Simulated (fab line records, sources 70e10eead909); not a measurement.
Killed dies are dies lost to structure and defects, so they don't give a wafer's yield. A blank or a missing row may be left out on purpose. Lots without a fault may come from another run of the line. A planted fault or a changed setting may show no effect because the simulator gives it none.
fab line records | flow nand_harc | part 1 of 2: steps 1 to 24 of 39
record lots=5 wafers=15 last_day=34
route steps=1302 shown A_CHANNEL_HOLE_D1@489 A_CHANNEL_FILL_D1@490 A_DECK1_JOINT@518
lots that met no fault: from a run of the same line without faults
start_h: hours from the record's first day to the start of the lot's first wafer shown | wait_h: hours since the lot's step before | " the same as in the row above | L1.1+2: a row that stands for several wafers | - no value, or no start given | * or withheld: withheld | < > ~ a bound
route shown NAME@n: a module of which the file shows steps, and the number in the route of the first | usual: mean/standard deviation of fault-free wafers | same: alike in all rows | chamber/n: place in a boat | sites: the reading at each site | _std_site: their standard deviation | _edge_site: outer sites' mean less inner sites' | radius_mm: how far each site lies from the wafer's centre | mask NAME#n: copy n | behind: the tool/chamber that last shaped the wafer | hold: why the lot was held/for how many hours/how that ended | device: the transistor (n, p or np) that didn't switch | end of line: the same wafers' tests at the end of the route | a step without rows: its recipe alone | killed: dies lost to structure and defects at the first sort, not the wafer's yield | map: a wafer's dies, x killed, . not, _ none there
set.NAME: the setting as run; set.NAME@STEP: as run at that earlier step | model.NAME: the simulator's own value behind a step, which no gauge read
lots at some steps of the route; a table a step, a row a wafer
services: from which hour (start_h, from the record's first day; less than 0 if before it) a tool's chamber was out of use, for how many hours, and why
## steps
# step NHARC_A_CHANNEL_HOLE_D1_INSPECT_40
# usual raw_defect_count=72/24
# columns lot.wafer tool chamber start_h wait_h raw_defect_count
L081.1 defect_inspect-02 - 255.60 - 51
L081.3 " - " " 54
L081.4 " - " " 61
L087.2 defect_inspect-02 - 311.45 - 44
L087.3 " - " " 40
L087.4 " - " " 44
L092.2 defect_inspect-02 - 366.20 - 92
L092.5 " - " " 109
L092.6 " - " " 119
L091.4 defect_inspect-02 - 366.44 - 96
L091.5 " - " " 70
L091.6 " - " " 74
L096.3 defect_inspect-02 - 416.12 - 49
L096.4 " - " " 37
L096.5 " - " " 65
# step NHARC_A_CHANNEL_FILL_D1_PRECLEAN_00
# recipe time_s=* temp_c=50 bath_age_min=0 chemistry=SC1
# columns lot.wafer tool chamber start_h wait_h
L081.3+1+4 wet_bench-07 2,4,5 255.66 0.1
L087.3+4+2 wet_bench-07 2,5,7 311.51 0.0
L092.2+6+5 wet_bench-05 3,4,6 366.26 0.1
L091.4+5+6 wet_bench-07 2,3,7 366.49 0.0
L096.3+5+4 wet_bench-05 1,2,3 416.19 0.1
# step NHARC_A_CHANNEL_FILL_D1_SRD_01
# columns lot.wafer tool chamber start_h wait_h
L081.3+1+4 wet_bench-07 2,4,5 - -
L087.3+4+2 wet_bench-07 2,5,7 - -
L092.2+6+5 wet_bench-05 3,4,6 - -
L091.4+5+6 wet_bench-07 2,3,7 - -
L096.3+5+4 wet_bench-05 1,2,3 - -
# step NHARC_A_CHANNEL_FILL_D1_ALD_02
# recipe target_thk_a=60 pulse_time_s=10 ald_cycles=60 temp_c=300 material=SiO2
# usual heater_power_w=478/35 precursor_pulse_height_rel=1.003/0.019
# columns lot.wafer tool chamber start_h wait_h heater_power_w precursor_pulse_height_rel
L081.1 ald_hk-03 0 255.87 - 474 0.995
L081.3 " 1 " " 427 0.987
L081.4 " 2 " " 482 1.000
L087.2 ald_hk-02 0 313.41 - 556 1.016
L087.4 " 1 " " 498 0.984
L087.3 " 2 " " 457 0.986
L092.2 ald_hk-04 0 366.47 - 509 1.031
L092.6 " 3 " " 456 1.024
L092.5 " 0 " " 522 0.998
L091.4 ald_hk-02 1 366.77 - 505 1.012
L091.6 " 3 " " 421 1.021
L091.5 " 0 " " 534 0.974
L096.3 ald_hk-02 1 416.46 - 525 1.002
L096.4 " 2 " " 490 1.022
L096.5 " 3 " " 424 0.993
# step NHARC_A_CHANNEL_FILL_D1_ALD_03
# recipe target_thk_a=60 pulse_time_s=60 ald_cycles=58 temp_c=630 pressure_torr=2 material=SiNx
# usual precursor_pulse_height_rel=1.002/0.02
# columns lot.wafer tool chamber start_h wait_h precursor_pulse_height_rel
L081.1 ald_sin_batch-01 0 - - 0.990
L081.3 " 0 " " 1.005
L081.4 " 0 " " 1.007
L087.2 ald_sin_batch-02 0 - - 1.009
L087.3 " 0 " " 1.003
L087.4 " 0 " " 1.007
L091.4 ald_sin_batch-03 0 - - 0.983
L091.5 " 0 " " 1.003
L091.6 " 0 " " 1.030
L092.2 ald_sin_batch-03 0 - - 1.020
L092.5 " 0 " " 1.013
L092.6 " 0 " " 0.991
L096.3 ald_sin_batch-03 0 - - 1.004
L096.4 " 0 " " 0.996
L096.5 " 0 " " 0.987
# step NHARC_A_CHANNEL_FILL_D1_ALD_14
# recipe target_thk_a=25 pulse_time_s=10 ald_cycles=25 temp_c=300 material=SiO2
# usual heater_power_w=477/37 precursor_pulse_height_rel=1.001/0.019
# columns lot.wafer tool chamber start_h wait_h heater_power_w precursor_pulse_height_rel
L081.1 ald_hk-03 2 262.79 0.0 482 1.020
L081.3 " 3 " " 471 0.987
L081.4 " 1 " " 433 1.013
L087.3 ald_hk-04 1 320.50 0.0 443 1.023
L087.4 " 3 " " 468 0.976
L087.2 " 0 " " 523 1.021
L091.4 ald_hk-04 2 373.47 0.1 482 0.944
L091.5 " 1 " " 446 0.996
L091.6 " 2 " " 483 0.999
L092.2 ald_hk-03 2 373.54 0.2 484 1.000
L092.5 " 3 " " 474 1.024
L092.6 " 0 " " 464 0.992
L096.4 ald_hk-02 2 423.38 0.1 482 1.005
L096.3 " 3 " " 429 0.998
L096.5 " 1 " " 516 1.028
# step NHARC_A_CHANNEL_FILL_D1_ALD_15
# recipe target_thk_a=20 pulse_time_s=60 ald_cycles=19 temp_c=630 pressure_torr=2 material=SiNx
# usual precursor_pulse_height_rel=1.001/0.022
# columns lot.wafer tool chamber start_h wait_h precursor_pulse_height_rel
L081.1 ald_sin_batch-02 0 - - 0.985
L081.3 " 0 " " 0.996
L081.4 " 0 " " 0.998
L087.2 ald_sin_batch-01 0 - - 1.010
L087.3 " 0 " " 1.010
L087.4 " 0 " " 0.990
L091.4 ald_sin_batch-01 0 - - 0.997
L091.5 " 0 " " 0.965
L091.6 " 0 " " 0.968
L092.2 ald_sin_batch-01 0 - - 0.969
L092.5 " 0 " " 0.968
L092.6 " 0 " " 1.045
L096.3 ald_sin_batch-03 0 - - 1.000
L096.4 " 0 " " 0.998
L096.5 " 0 " " 1.012
# step NHARC_A_CHANNEL_FILL_D1_ALD_16
# recipe target_thk_a=15 pulse_time_s=10 ald_cycles=15 temp_c=300 material=SiO2
# usual heater_power_w=481/39 precursor_pulse_height_rel=1.002/0.019
# columns lot.wafer tool chamber start_h wait_h heater_power_w precursor_pulse_height_rel
L081.3 ald_hk-02 1 268.22 0.3 504 1.008
L081.4 " 2 " " 463 1.022
L081.1 " 3 " " 426 0.985
L087.4 ald_hk-04 3 325.72 0.1 453 1.005
L087.3 " 0 " " 519 0.970
L087.2 " 1 " " 451 1.010
L092.2 ald_hk-04 3 378.63 0.1 456 0.988
L092.6 " 2 " " 481 0.997
L092.5 " 3 " " 459 0.995
L091.4 ald_hk-02 2 378.65 0.1 501 0.993
L091.6 " 0 " " 544 0.966
L091.5 " 1 " " 520 1.012
L096.4 ald_hk-02 1 428.45 0.0 514 1.010
L096.3 " 3 " " 432 1.013
L096.5 " 1 " " 511 1.015
# step NHARC_A_CHANNEL_FILL_D1_ANNEAL_17
# recipe temp_c=850 time_s=1800
# usual spike_tc_upper_C=850.9/1.5
# columns lot.wafer tool chamber start_h wait_h spike_tc_upper_C
L081.1 furnace-08 0 271.27 - 851.7
L081.3 " 0 " " 851.4
L081.4 " 0 " " 851.0
L087.2 furnace-02 0 329.07 - 849.8
L087.3 " 0 " " 851.3
L087.4 " 0 " " 850.6
L091.4 furnace-08 0 381.83 - 852.3
L091.5 " 0 " " 850.9
L091.6 " 0 " " 851.8
L092.2 furnace-08 0 381.83 - 851.1
L092.5 " 0 " " 850.4
L092.6 " 0 " " 851.5
L096.3 furnace-02 0 432.14 - 848.9
L096.4 " 0 " " 848.9
L096.5 " 0 " " 850.3
# step NHARC_A_CHANNEL_FILL_D1_CVD_18
# recipe target_thk_a=30 temp_c=550 material=poly-Si
# usual spike_tc_upper_C=548.0/1
# columns lot.wafer tool chamber start_h wait_h spike_tc_upper_C
L081.1 lpcvd_poly-04 0 277.88 - 547.1
L081.3 " 0 " " 549.1
L081.4 " 0 " " 549.6
L087.2 lpcvd_poly-04 0 335.67 - 548.0
L087.3 " 0 " " 548.0
L087.4 " 0 " " 548.2
L091.4 lpcvd_poly-01 0 388.41 - 547.2
L091.5 " 0 " " 547.6
L091.6 " 0 " " 548.7
L092.2 lpcvd_poly-01 0 388.41 - 547.5
L092.5 " 0 " " 547.1
L092.6 " 0 " " 547.4
L096.3 lpcvd_poly-01 0 438.61 - 548.4
L096.4 " 0 " " 548.3
L096.5 " 0 " " 546.3
# step NHARC_A_CHANNEL_FILL_D1_ETCHBACK_19
# recipe target_depth_a=50 time_s=1.7 hbr_flow_sccm=150 cl2_flow_sccm=50 rf_w=400 icp_w=400 bias_w=100 chemistry=HBr/Cl2
# usual drypump_motor_current_A=5.7/0.44 oes_product_au=0.997/0.011 throttle_valve_pct=26.406/0.0085
# columns lot.wafer tool chamber start_h wait_h drypump_motor_current_A oes_product_au rf_hours_counter_h throttle_valve_pct
L081.1 rie_si-05 3 279.95 0.4 5.8 0.995 0.96 26.415
L081.4 " 0 " " 5.0 0.993 1.01 26.403
L081.3 " 2 " " 5.1 0.998 0.82 26.404
L087.2 rie_si-02 3 337.72 0.4 5.7 1.017 0.40 26.404
L087.4 " 0 " " 6.8 1.002 0.40 26.405
L087.3 " 1 " " 5.3 0.993 0.36 26.400
L091.4 rie_si-04 1 390.45 0.4 6.3 0.979 0.21 26.412
L091.5 " 1 " " 6.2 0.974 - 26.414
L091.6 " 2 " " 5.5 1.005 - 26.405
L092.2 rie_si-05 0 390.49 0.4 5.0 0.999 0.55 26.406
L092.6 " 1 " " 6.1 1.005 - 26.404
L092.5 " 2 " " 5.2 0.997 - 26.398
L096.4 rie_si-05 1 440.71 0.4 6.1 1.011 0.78 26.416
L096.3 " 2 " " 5.1 0.979 0.76 26.395
L096.5 " 0 " " 5.0 1.000 - 26.396
# step NHARC_A_CHANNEL_FILL_D1_ETCHBACK_20
# recipe target_depth_a=270 time_s=13.5 c4f8_flow_sccm=withheld o2_flow_sccm=8 ar_flow_sccm=withheld rf_w=600 bias_w=1500 chemistry=C4F8/O2/Ar
# usual oes_product_au=0.98/0.036 rf_vpp_V=979/6.1
# columns lot.wafer tool chamber start_h wait_h oes_product_au rf_hours_counter_h rf_vpp_V
L081.3 rie_diel-05 1 280.07 - 1.02 2 978
L081.1 " 3 " " 1.00 1 988
L081.4 " 0 " " 1.00 1 979
L087.3 rie_diel-01 0 337.85 - 1.00 7 969
L087.4 " 2 " " 0.99 7 987
L087.2 " 3 " " 0.97 8 974
L091.4 rie_diel-01 3 390.59 - 1.00 0 974
L091.5 " 2 " " 1.00 - 989
L091.6 " 3 " " 1.00 - 974
L092.2 rie_diel-11 2 390.59 - 0.97 8 976
L092.6 " 0 " " 0.98 - 982
L092.5 " 1 " " 0.98 - 988
L096.4 rie_diel-05 3 440.81 - 0.92 1 989
L096.3 " 2 " " 0.93 1 973
L096.5 " 3 " " 0.94 - 988
# step NHARC_A_CHANNEL_FILL_D1_STRIP_28
# recipe time_s=20 o2_flow_sccm=500 ar_flow_sccm=0 bias_w=0 chemistry=O2
# usual drypump_motor_current_A=5.7/0.56 oes_product_au=1.005/0.01 rf_vpp_V=57.9/0.94 showerhead_plenum_p_Torr=3.53/0.16 throttle_valve_pct=17.037/0.01
# columns lot.wafer tool chamber start_h wait_h drypump_motor_current_A oes_product_au rf_hours_counter_h rf_vpp_V showerhead_plenum_p_Torr throttle_valve_pct
L081.3 rie_diel-05 1 280.19 0.1 6.0 1.020 2 58.4 3.53 17.036
L081.4 " 2 " " 5.5 1.000 2 56.7 3.43 17.025
L081.1 " 3 " " 6.4 0.998 1 57.5 3.78 17.047
L087.3 rie_diel-01 0 337.94 0.1 5.1 1.002 7 56.3 3.33 17.028
L087.4 " 1 " " 6.2 1.004 6 58.6 3.46 17.016
L087.2 " 2 " " 4.8 1.000 7 57.9 3.78 17.034
L092.2 rie_diel-11 0 390.67 0.1 4.8 1.009 6 59.4 3.60 17.051
L092.5 " 0 " " 4.8 1.006 - 57.8 3.60 17.043
L092.6 " 1 " " 5.2 1.012 - 58.9 3.76 17.025
L091.4 rie_diel-01 3 390.68 0.1 6.1 0.988 0 55.9 3.42 17.031
L091.6 " 1 " " 6.2 1.014 - 56.9 3.46 17.030
L091.5 " 2 " " 4.8 1.016 - 57.4 3.78 17.050
L096.4 rie_diel-05 0 440.91 0.1 6.1 1.008 1 58.2 3.52 17.029
L096.3 " 1 " " 6.0 1.013 1 57.0 3.52 17.038
L096.5 " 0 " " 6.1 1.006 - 59.4 3.52 17.036
# step NHARC_A_CHANNEL_FILL_D1_PRECLEAN_21
# recipe time_s=30 chemistry=dHF
# columns lot.wafer tool chamber start_h wait_h
L081.1+4+3 wet_bench-07 0,1,4 280.28 -
L087.3+2+4 wet_bench-09 5,6,0 338.04 -
L092.5+6+2 wet_bench-05 1,4,5 390.77 -
L091.6+4+5 wet_bench-09 4,6,7 390.77 -
L096.3+5+4 wet_bench-09 0,1,2 441.01 -
# step NHARC_A_CHANNEL_FILL_D1_SRD_23
# columns lot.wafer tool chamber start_h wait_h
L081.1+4+3 wet_bench-07 0,1,4 280.31 0.0
L087.3+2+4 wet_bench-09 5,6,0 338.07 0.0
L092.5+6+2 wet_bench-05 1,4,5 390.79 0.0
L091.6+4+5 wet_bench-09 4,6,7 390.80 0.0
L096.3+5+4 wet_bench-09 0,1,2 441.03 0.0
# step NHARC_A_CHANNEL_FILL_D1_CVD_05
# recipe target_thk_a=50 temp_c=550 material=poly-Si
# usual spike_tc_upper_C=548.2/1.1
# columns lot.wafer tool chamber start_h wait_h spike_tc_upper_C
L081.1 lpcvd_poly-03 0 282.58 2.3 550.0
L081.3 " 0 " " 550.0
L081.4 " 0 " " 548.1
L087.2 lpcvd_poly-04 0 340.51 2.4 550.1
L087.3 " 0 " " 547.5
L087.4 " 0 " " 546.0
L091.4 lpcvd_poly-01 0 393.13 2.3 547.8
L091.5 " 0 " " 547.9
L091.6 " 0 " " 547.7
L092.2 lpcvd_poly-01 0 393.13 2.3 547.8
L092.5 " 0 " " 546.2
L092.6 " 0 " " 549.1
L096.3 lpcvd_poly-01 0 443.38 2.3 548.8
L096.4 " 0 " " 548.0
L096.5 " 0 " " 547.1
# step NHARC_A_CHANNEL_FILL_D1_ANNEAL_22
# recipe temp_c=620 time_s=7200
# usual spike_tc_upper_C=621.0/1.2
# columns lot.wafer tool chamber start_h wait_h spike_tc_upper_C
L081.1 furnace-08 0 287.73 3.3 621.8
L081.3 " 0 " " 621.1
L081.4 " 0 " " 621.3
L087.2 furnace-07 0 345.74 3.4 621.3
L087.3 " 0 " " 619.7
L087.4 " 0 " " 619.9
L091.4 furnace-08 0 398.31 3.3 620.4
L091.5 " 0 " " 622.0
L091.6 " 0 " " 620.6
L092.2 furnace-08 0 398.31 3.3 622.2
L092.5 " 0 " " 620.8
L092.6 " 0 " " 622.4
L096.3 furnace-08 0 450.93 5.7 620.9
L096.4 " 0 " " 619.5
L096.5 " 0 " " 622.5
# step NHARC_A_CHANNEL_FILL_D1_THK_MEAS_06
# recipe thk_meas_gauge=ellipsometry
# usual thk_nm=5.2/0.84
# columns lot.wafer tool chamber start_h wait_h thk_nm
L081.1 film_metro-02 - 291.76 0.4 3.5
L081.3 " - " " 6.1
L081.4 " - " " 4.7
L087.2 film_metro-01 - 349.69 0.4 5.8
L087.3 " - " " 4.6
L087.4 " - " " 4.8
L092.2 film_metro-01 - 402.31 0.4 5.6
L092.5 " - " " 5.3
L092.6 " - " " 5.5
L091.4 film_metro-02 - 402.31 0.4 5.0
L091.5 " - " " 4.2
L091.6 " - " " 6.7
L096.3 film_metro-02 - 454.95 0.4 5.1
L096.4 " - " " 5.7
L096.5 " - " " 7.0
# step NHARC_A_CHANNEL_FILL_D1_ALD_25
# recipe target_thk_a=600 pulse_time_s=10 ald_cycles=600 temp_c=300 material=SiOx
# usual heater_power_w=474/38 precursor_pulse_height_rel=1.001/0.021
# columns lot.wafer tool chamber start_h wait_h heater_power_w precursor_pulse_height_rel
L081.4 ald_hk-04 1 291.82 0.1 438 1.029
L081.1 " 2 " " 486 0.977
L081.3 " 3 " " 455 1.007
L087.3 ald_hk-03 1 349.74 0.1 430 1.004
L087.4 " 2 " " 483 0.981
L087.2 " 0 351.59 1.9 454 0.987
L092.2 ald_hk-02 1 403.59 1.3 511 0.998
L092.5 " 3 404.83 2.5 431 1.027
L092.6 " 0 " " 541 0.985
L091.4 ald_hk-04 0 405.35 3.0 513 0.986
L091.5 " 2 406.60 4.3 471 0.964
L091.6 " 3 " " 452 0.995
L096.4 ald_hk-03 1 455.00 0.0 438 1.000
L096.3 " 2 " " 512 1.022
L096.5 " 1 457.46 2.5 444 1.016
# step NHARC_A_CHANNEL_FILL_D1_ETCHBACK_08
# recipe target_depth_a=2200 time_s=110 c4f8_flow_sccm=20 ar_flow_sccm=withheld rf_w=600 bias_w=300 chemistry=C4F8
# usual oes_product_au=0.96/0.039 rf_vpp_V=440.9/3
# columns lot.wafer tool chamber start_h wait_h oes_product_au rf_hours_counter_h rf_vpp_V
L081.3 rie_diel-01 0 - - 0.99 5 437.1
L081.1 " 1 " " 0.98 4 439.3
L081.4 " 3 " " 0.99 5 438.4
L087.2 rie_diel-11 1 - - 1.02 6 444.4
L087.4 " 2 " " 1.00 6 439.6
L087.3 " 3 " " 1.01 6 437.5
L092.2 rie_diel-11 0 - - 0.93 7 441.3
L092.5 " 2 " " 0.92 - 441.6
L092.6 " 3 " " 0.95 - 436.3
L091.4 rie_diel-01 0 - - 0.94 1 437.9
L091.6 " 3 " " 0.91 - 439.0
L091.5 " 0 " " 0.94 - 436.3
L096.3 rie_diel-05 0 - - 0.93 1 439.6
L096.4 " 3 " " 0.93 1 446.4
L096.5 " 1 " " 0.94 - 439.7
# step NHARC_A_CHANNEL_FILL_D1_STRIP_29
# recipe time_s=20 o2_flow_sccm=500 ar_flow_sccm=0 bias_w=0 chemistry=O2
# usual drypump_motor_current_A=5.6/0.57 oes_product_au=1.007/0.011 rf_vpp_V=57.7/0.86 showerhead_plenum_p_Torr=3.54/0.16 throttle_valve_pct=17.036/0.0091
# columns lot.wafer tool chamber start_h wait_h drypump_motor_current_A oes_product_au rf_hours_counter_h rf_vpp_V showerhead_plenum_p_Torr throttle_valve_pct
L081.3 rie_diel-01 2 - - 4.8 1.008 5 58.5 3.78 17.056
L081.4 " 3 " " 6.0 1.003 5 56.0 3.42 17.045
L081.1 " 0 " " 5.1 1.012 5 56.2 3.33 17.038
L087.3 rie_diel-11 3 - - 6.2 1.014 6 56.2 3.32 17.040
L087.4 " 0 " " 4.8 1.011 4 58.0 3.60 17.051
L087.2 " 1 " " 5.2 1.022 7 57.1 3.76 17.039
L092.2 rie_diel-11 2 - - 5.5 0.990 9 58.3 3.49 17.039
L092.5 " 2 " " 5.4 0.991 - 58.4 3.49 17.026
L092.6 " 3 " " 6.2 1.023 - 58.2 3.32 17.045
L091.4 rie_diel-01 1 - - 6.2 1.001 1 57.2 3.46 17.048
L091.5 " 1 " " 6.2 0.998 - 59.2 3.46 17.040
L091.6 " 2 " " 4.8 1.005 - 58.6 3.78 17.041
L096.4 rie_diel-05 1 - - 6.0 1.011 1 57.4 3.52 17.030
L096.3 " 3 " " 6.5 1.013 1 57.5 3.77 17.036
L096.5 " 1 " " 6.0 1.017 - 58.6 3.52 17.038
# step NHARC_A_CHANNEL_FILL_D1_PRECLEAN_30
# recipe time_s=30 chemistry=dHF
# columns lot.wafer tool chamber start_h wait_h
L081.4+3+1 wet_bench-09 0,1,3 297.62 -
L087.3+2+4 wet_bench-07 0,2,3 355.55 -
L092.2+5+6 wet_bench-05 2,3,4 408.17 -
L091.5+6+4 wet_bench-09 6,7,1 409.96 -
L096.4+5+3 wet_bench-09 6,7,2 460.80 -
# step NHARC_A_CHANNEL_FILL_D1_SRD_31
# columns lot.wafer tool chamber start_h wait_h
L081.4+3+1 wet_bench-09 0,1,3 297.65 0.0
L087.3+2+4 wet_bench-07 0,2,3 355.58 0.0
L092.2+5+6 wet_bench-05 2,3,4 408.20 0.0
L091.5+6+4 wet_bench-09 6,7,1 409.99 0.0
L096.4+5+3 wet_bench-09 6,7,2 460.83 0.0
# step NHARC_A_CHANNEL_FILL_D1_CVD_09
# recipe target_thk_a=1500 temp_c=620 pressure_mtorr=200 time_s=3000 material=poly-Si
# usual spike_tc_upper_C=618.3/1.1
# columns lot.wafer tool chamber start_h wait_h spike_tc_upper_C
L081.1 lpcvd_poly-03 0 299.86 2.2 620.1
L081.3 " 0 " " 617.2
L081.4 " 0 " " 618.2
L087.2 lpcvd_poly-03 0 359.31 3.7 618.1
L087.3 " 0 " " 620.4
L087.4 " 0 " " 618.3
L091.4 lpcvd_poly-04 0 410.65 - 616.6
L091.5 " 0 " " 621.0
L091.6 " 0 " " 617.4
L092.2 lpcvd_poly-04 0 410.65 2.4 619.4
L092.5 " 0 " " 617.9
L092.6 " 0 " " 616.6
L096.3 lpcvd_poly-01 0 463.17 2.3 618.4
L096.4 " 0 " " 617.0
L096.5 " 0 " " 618.0
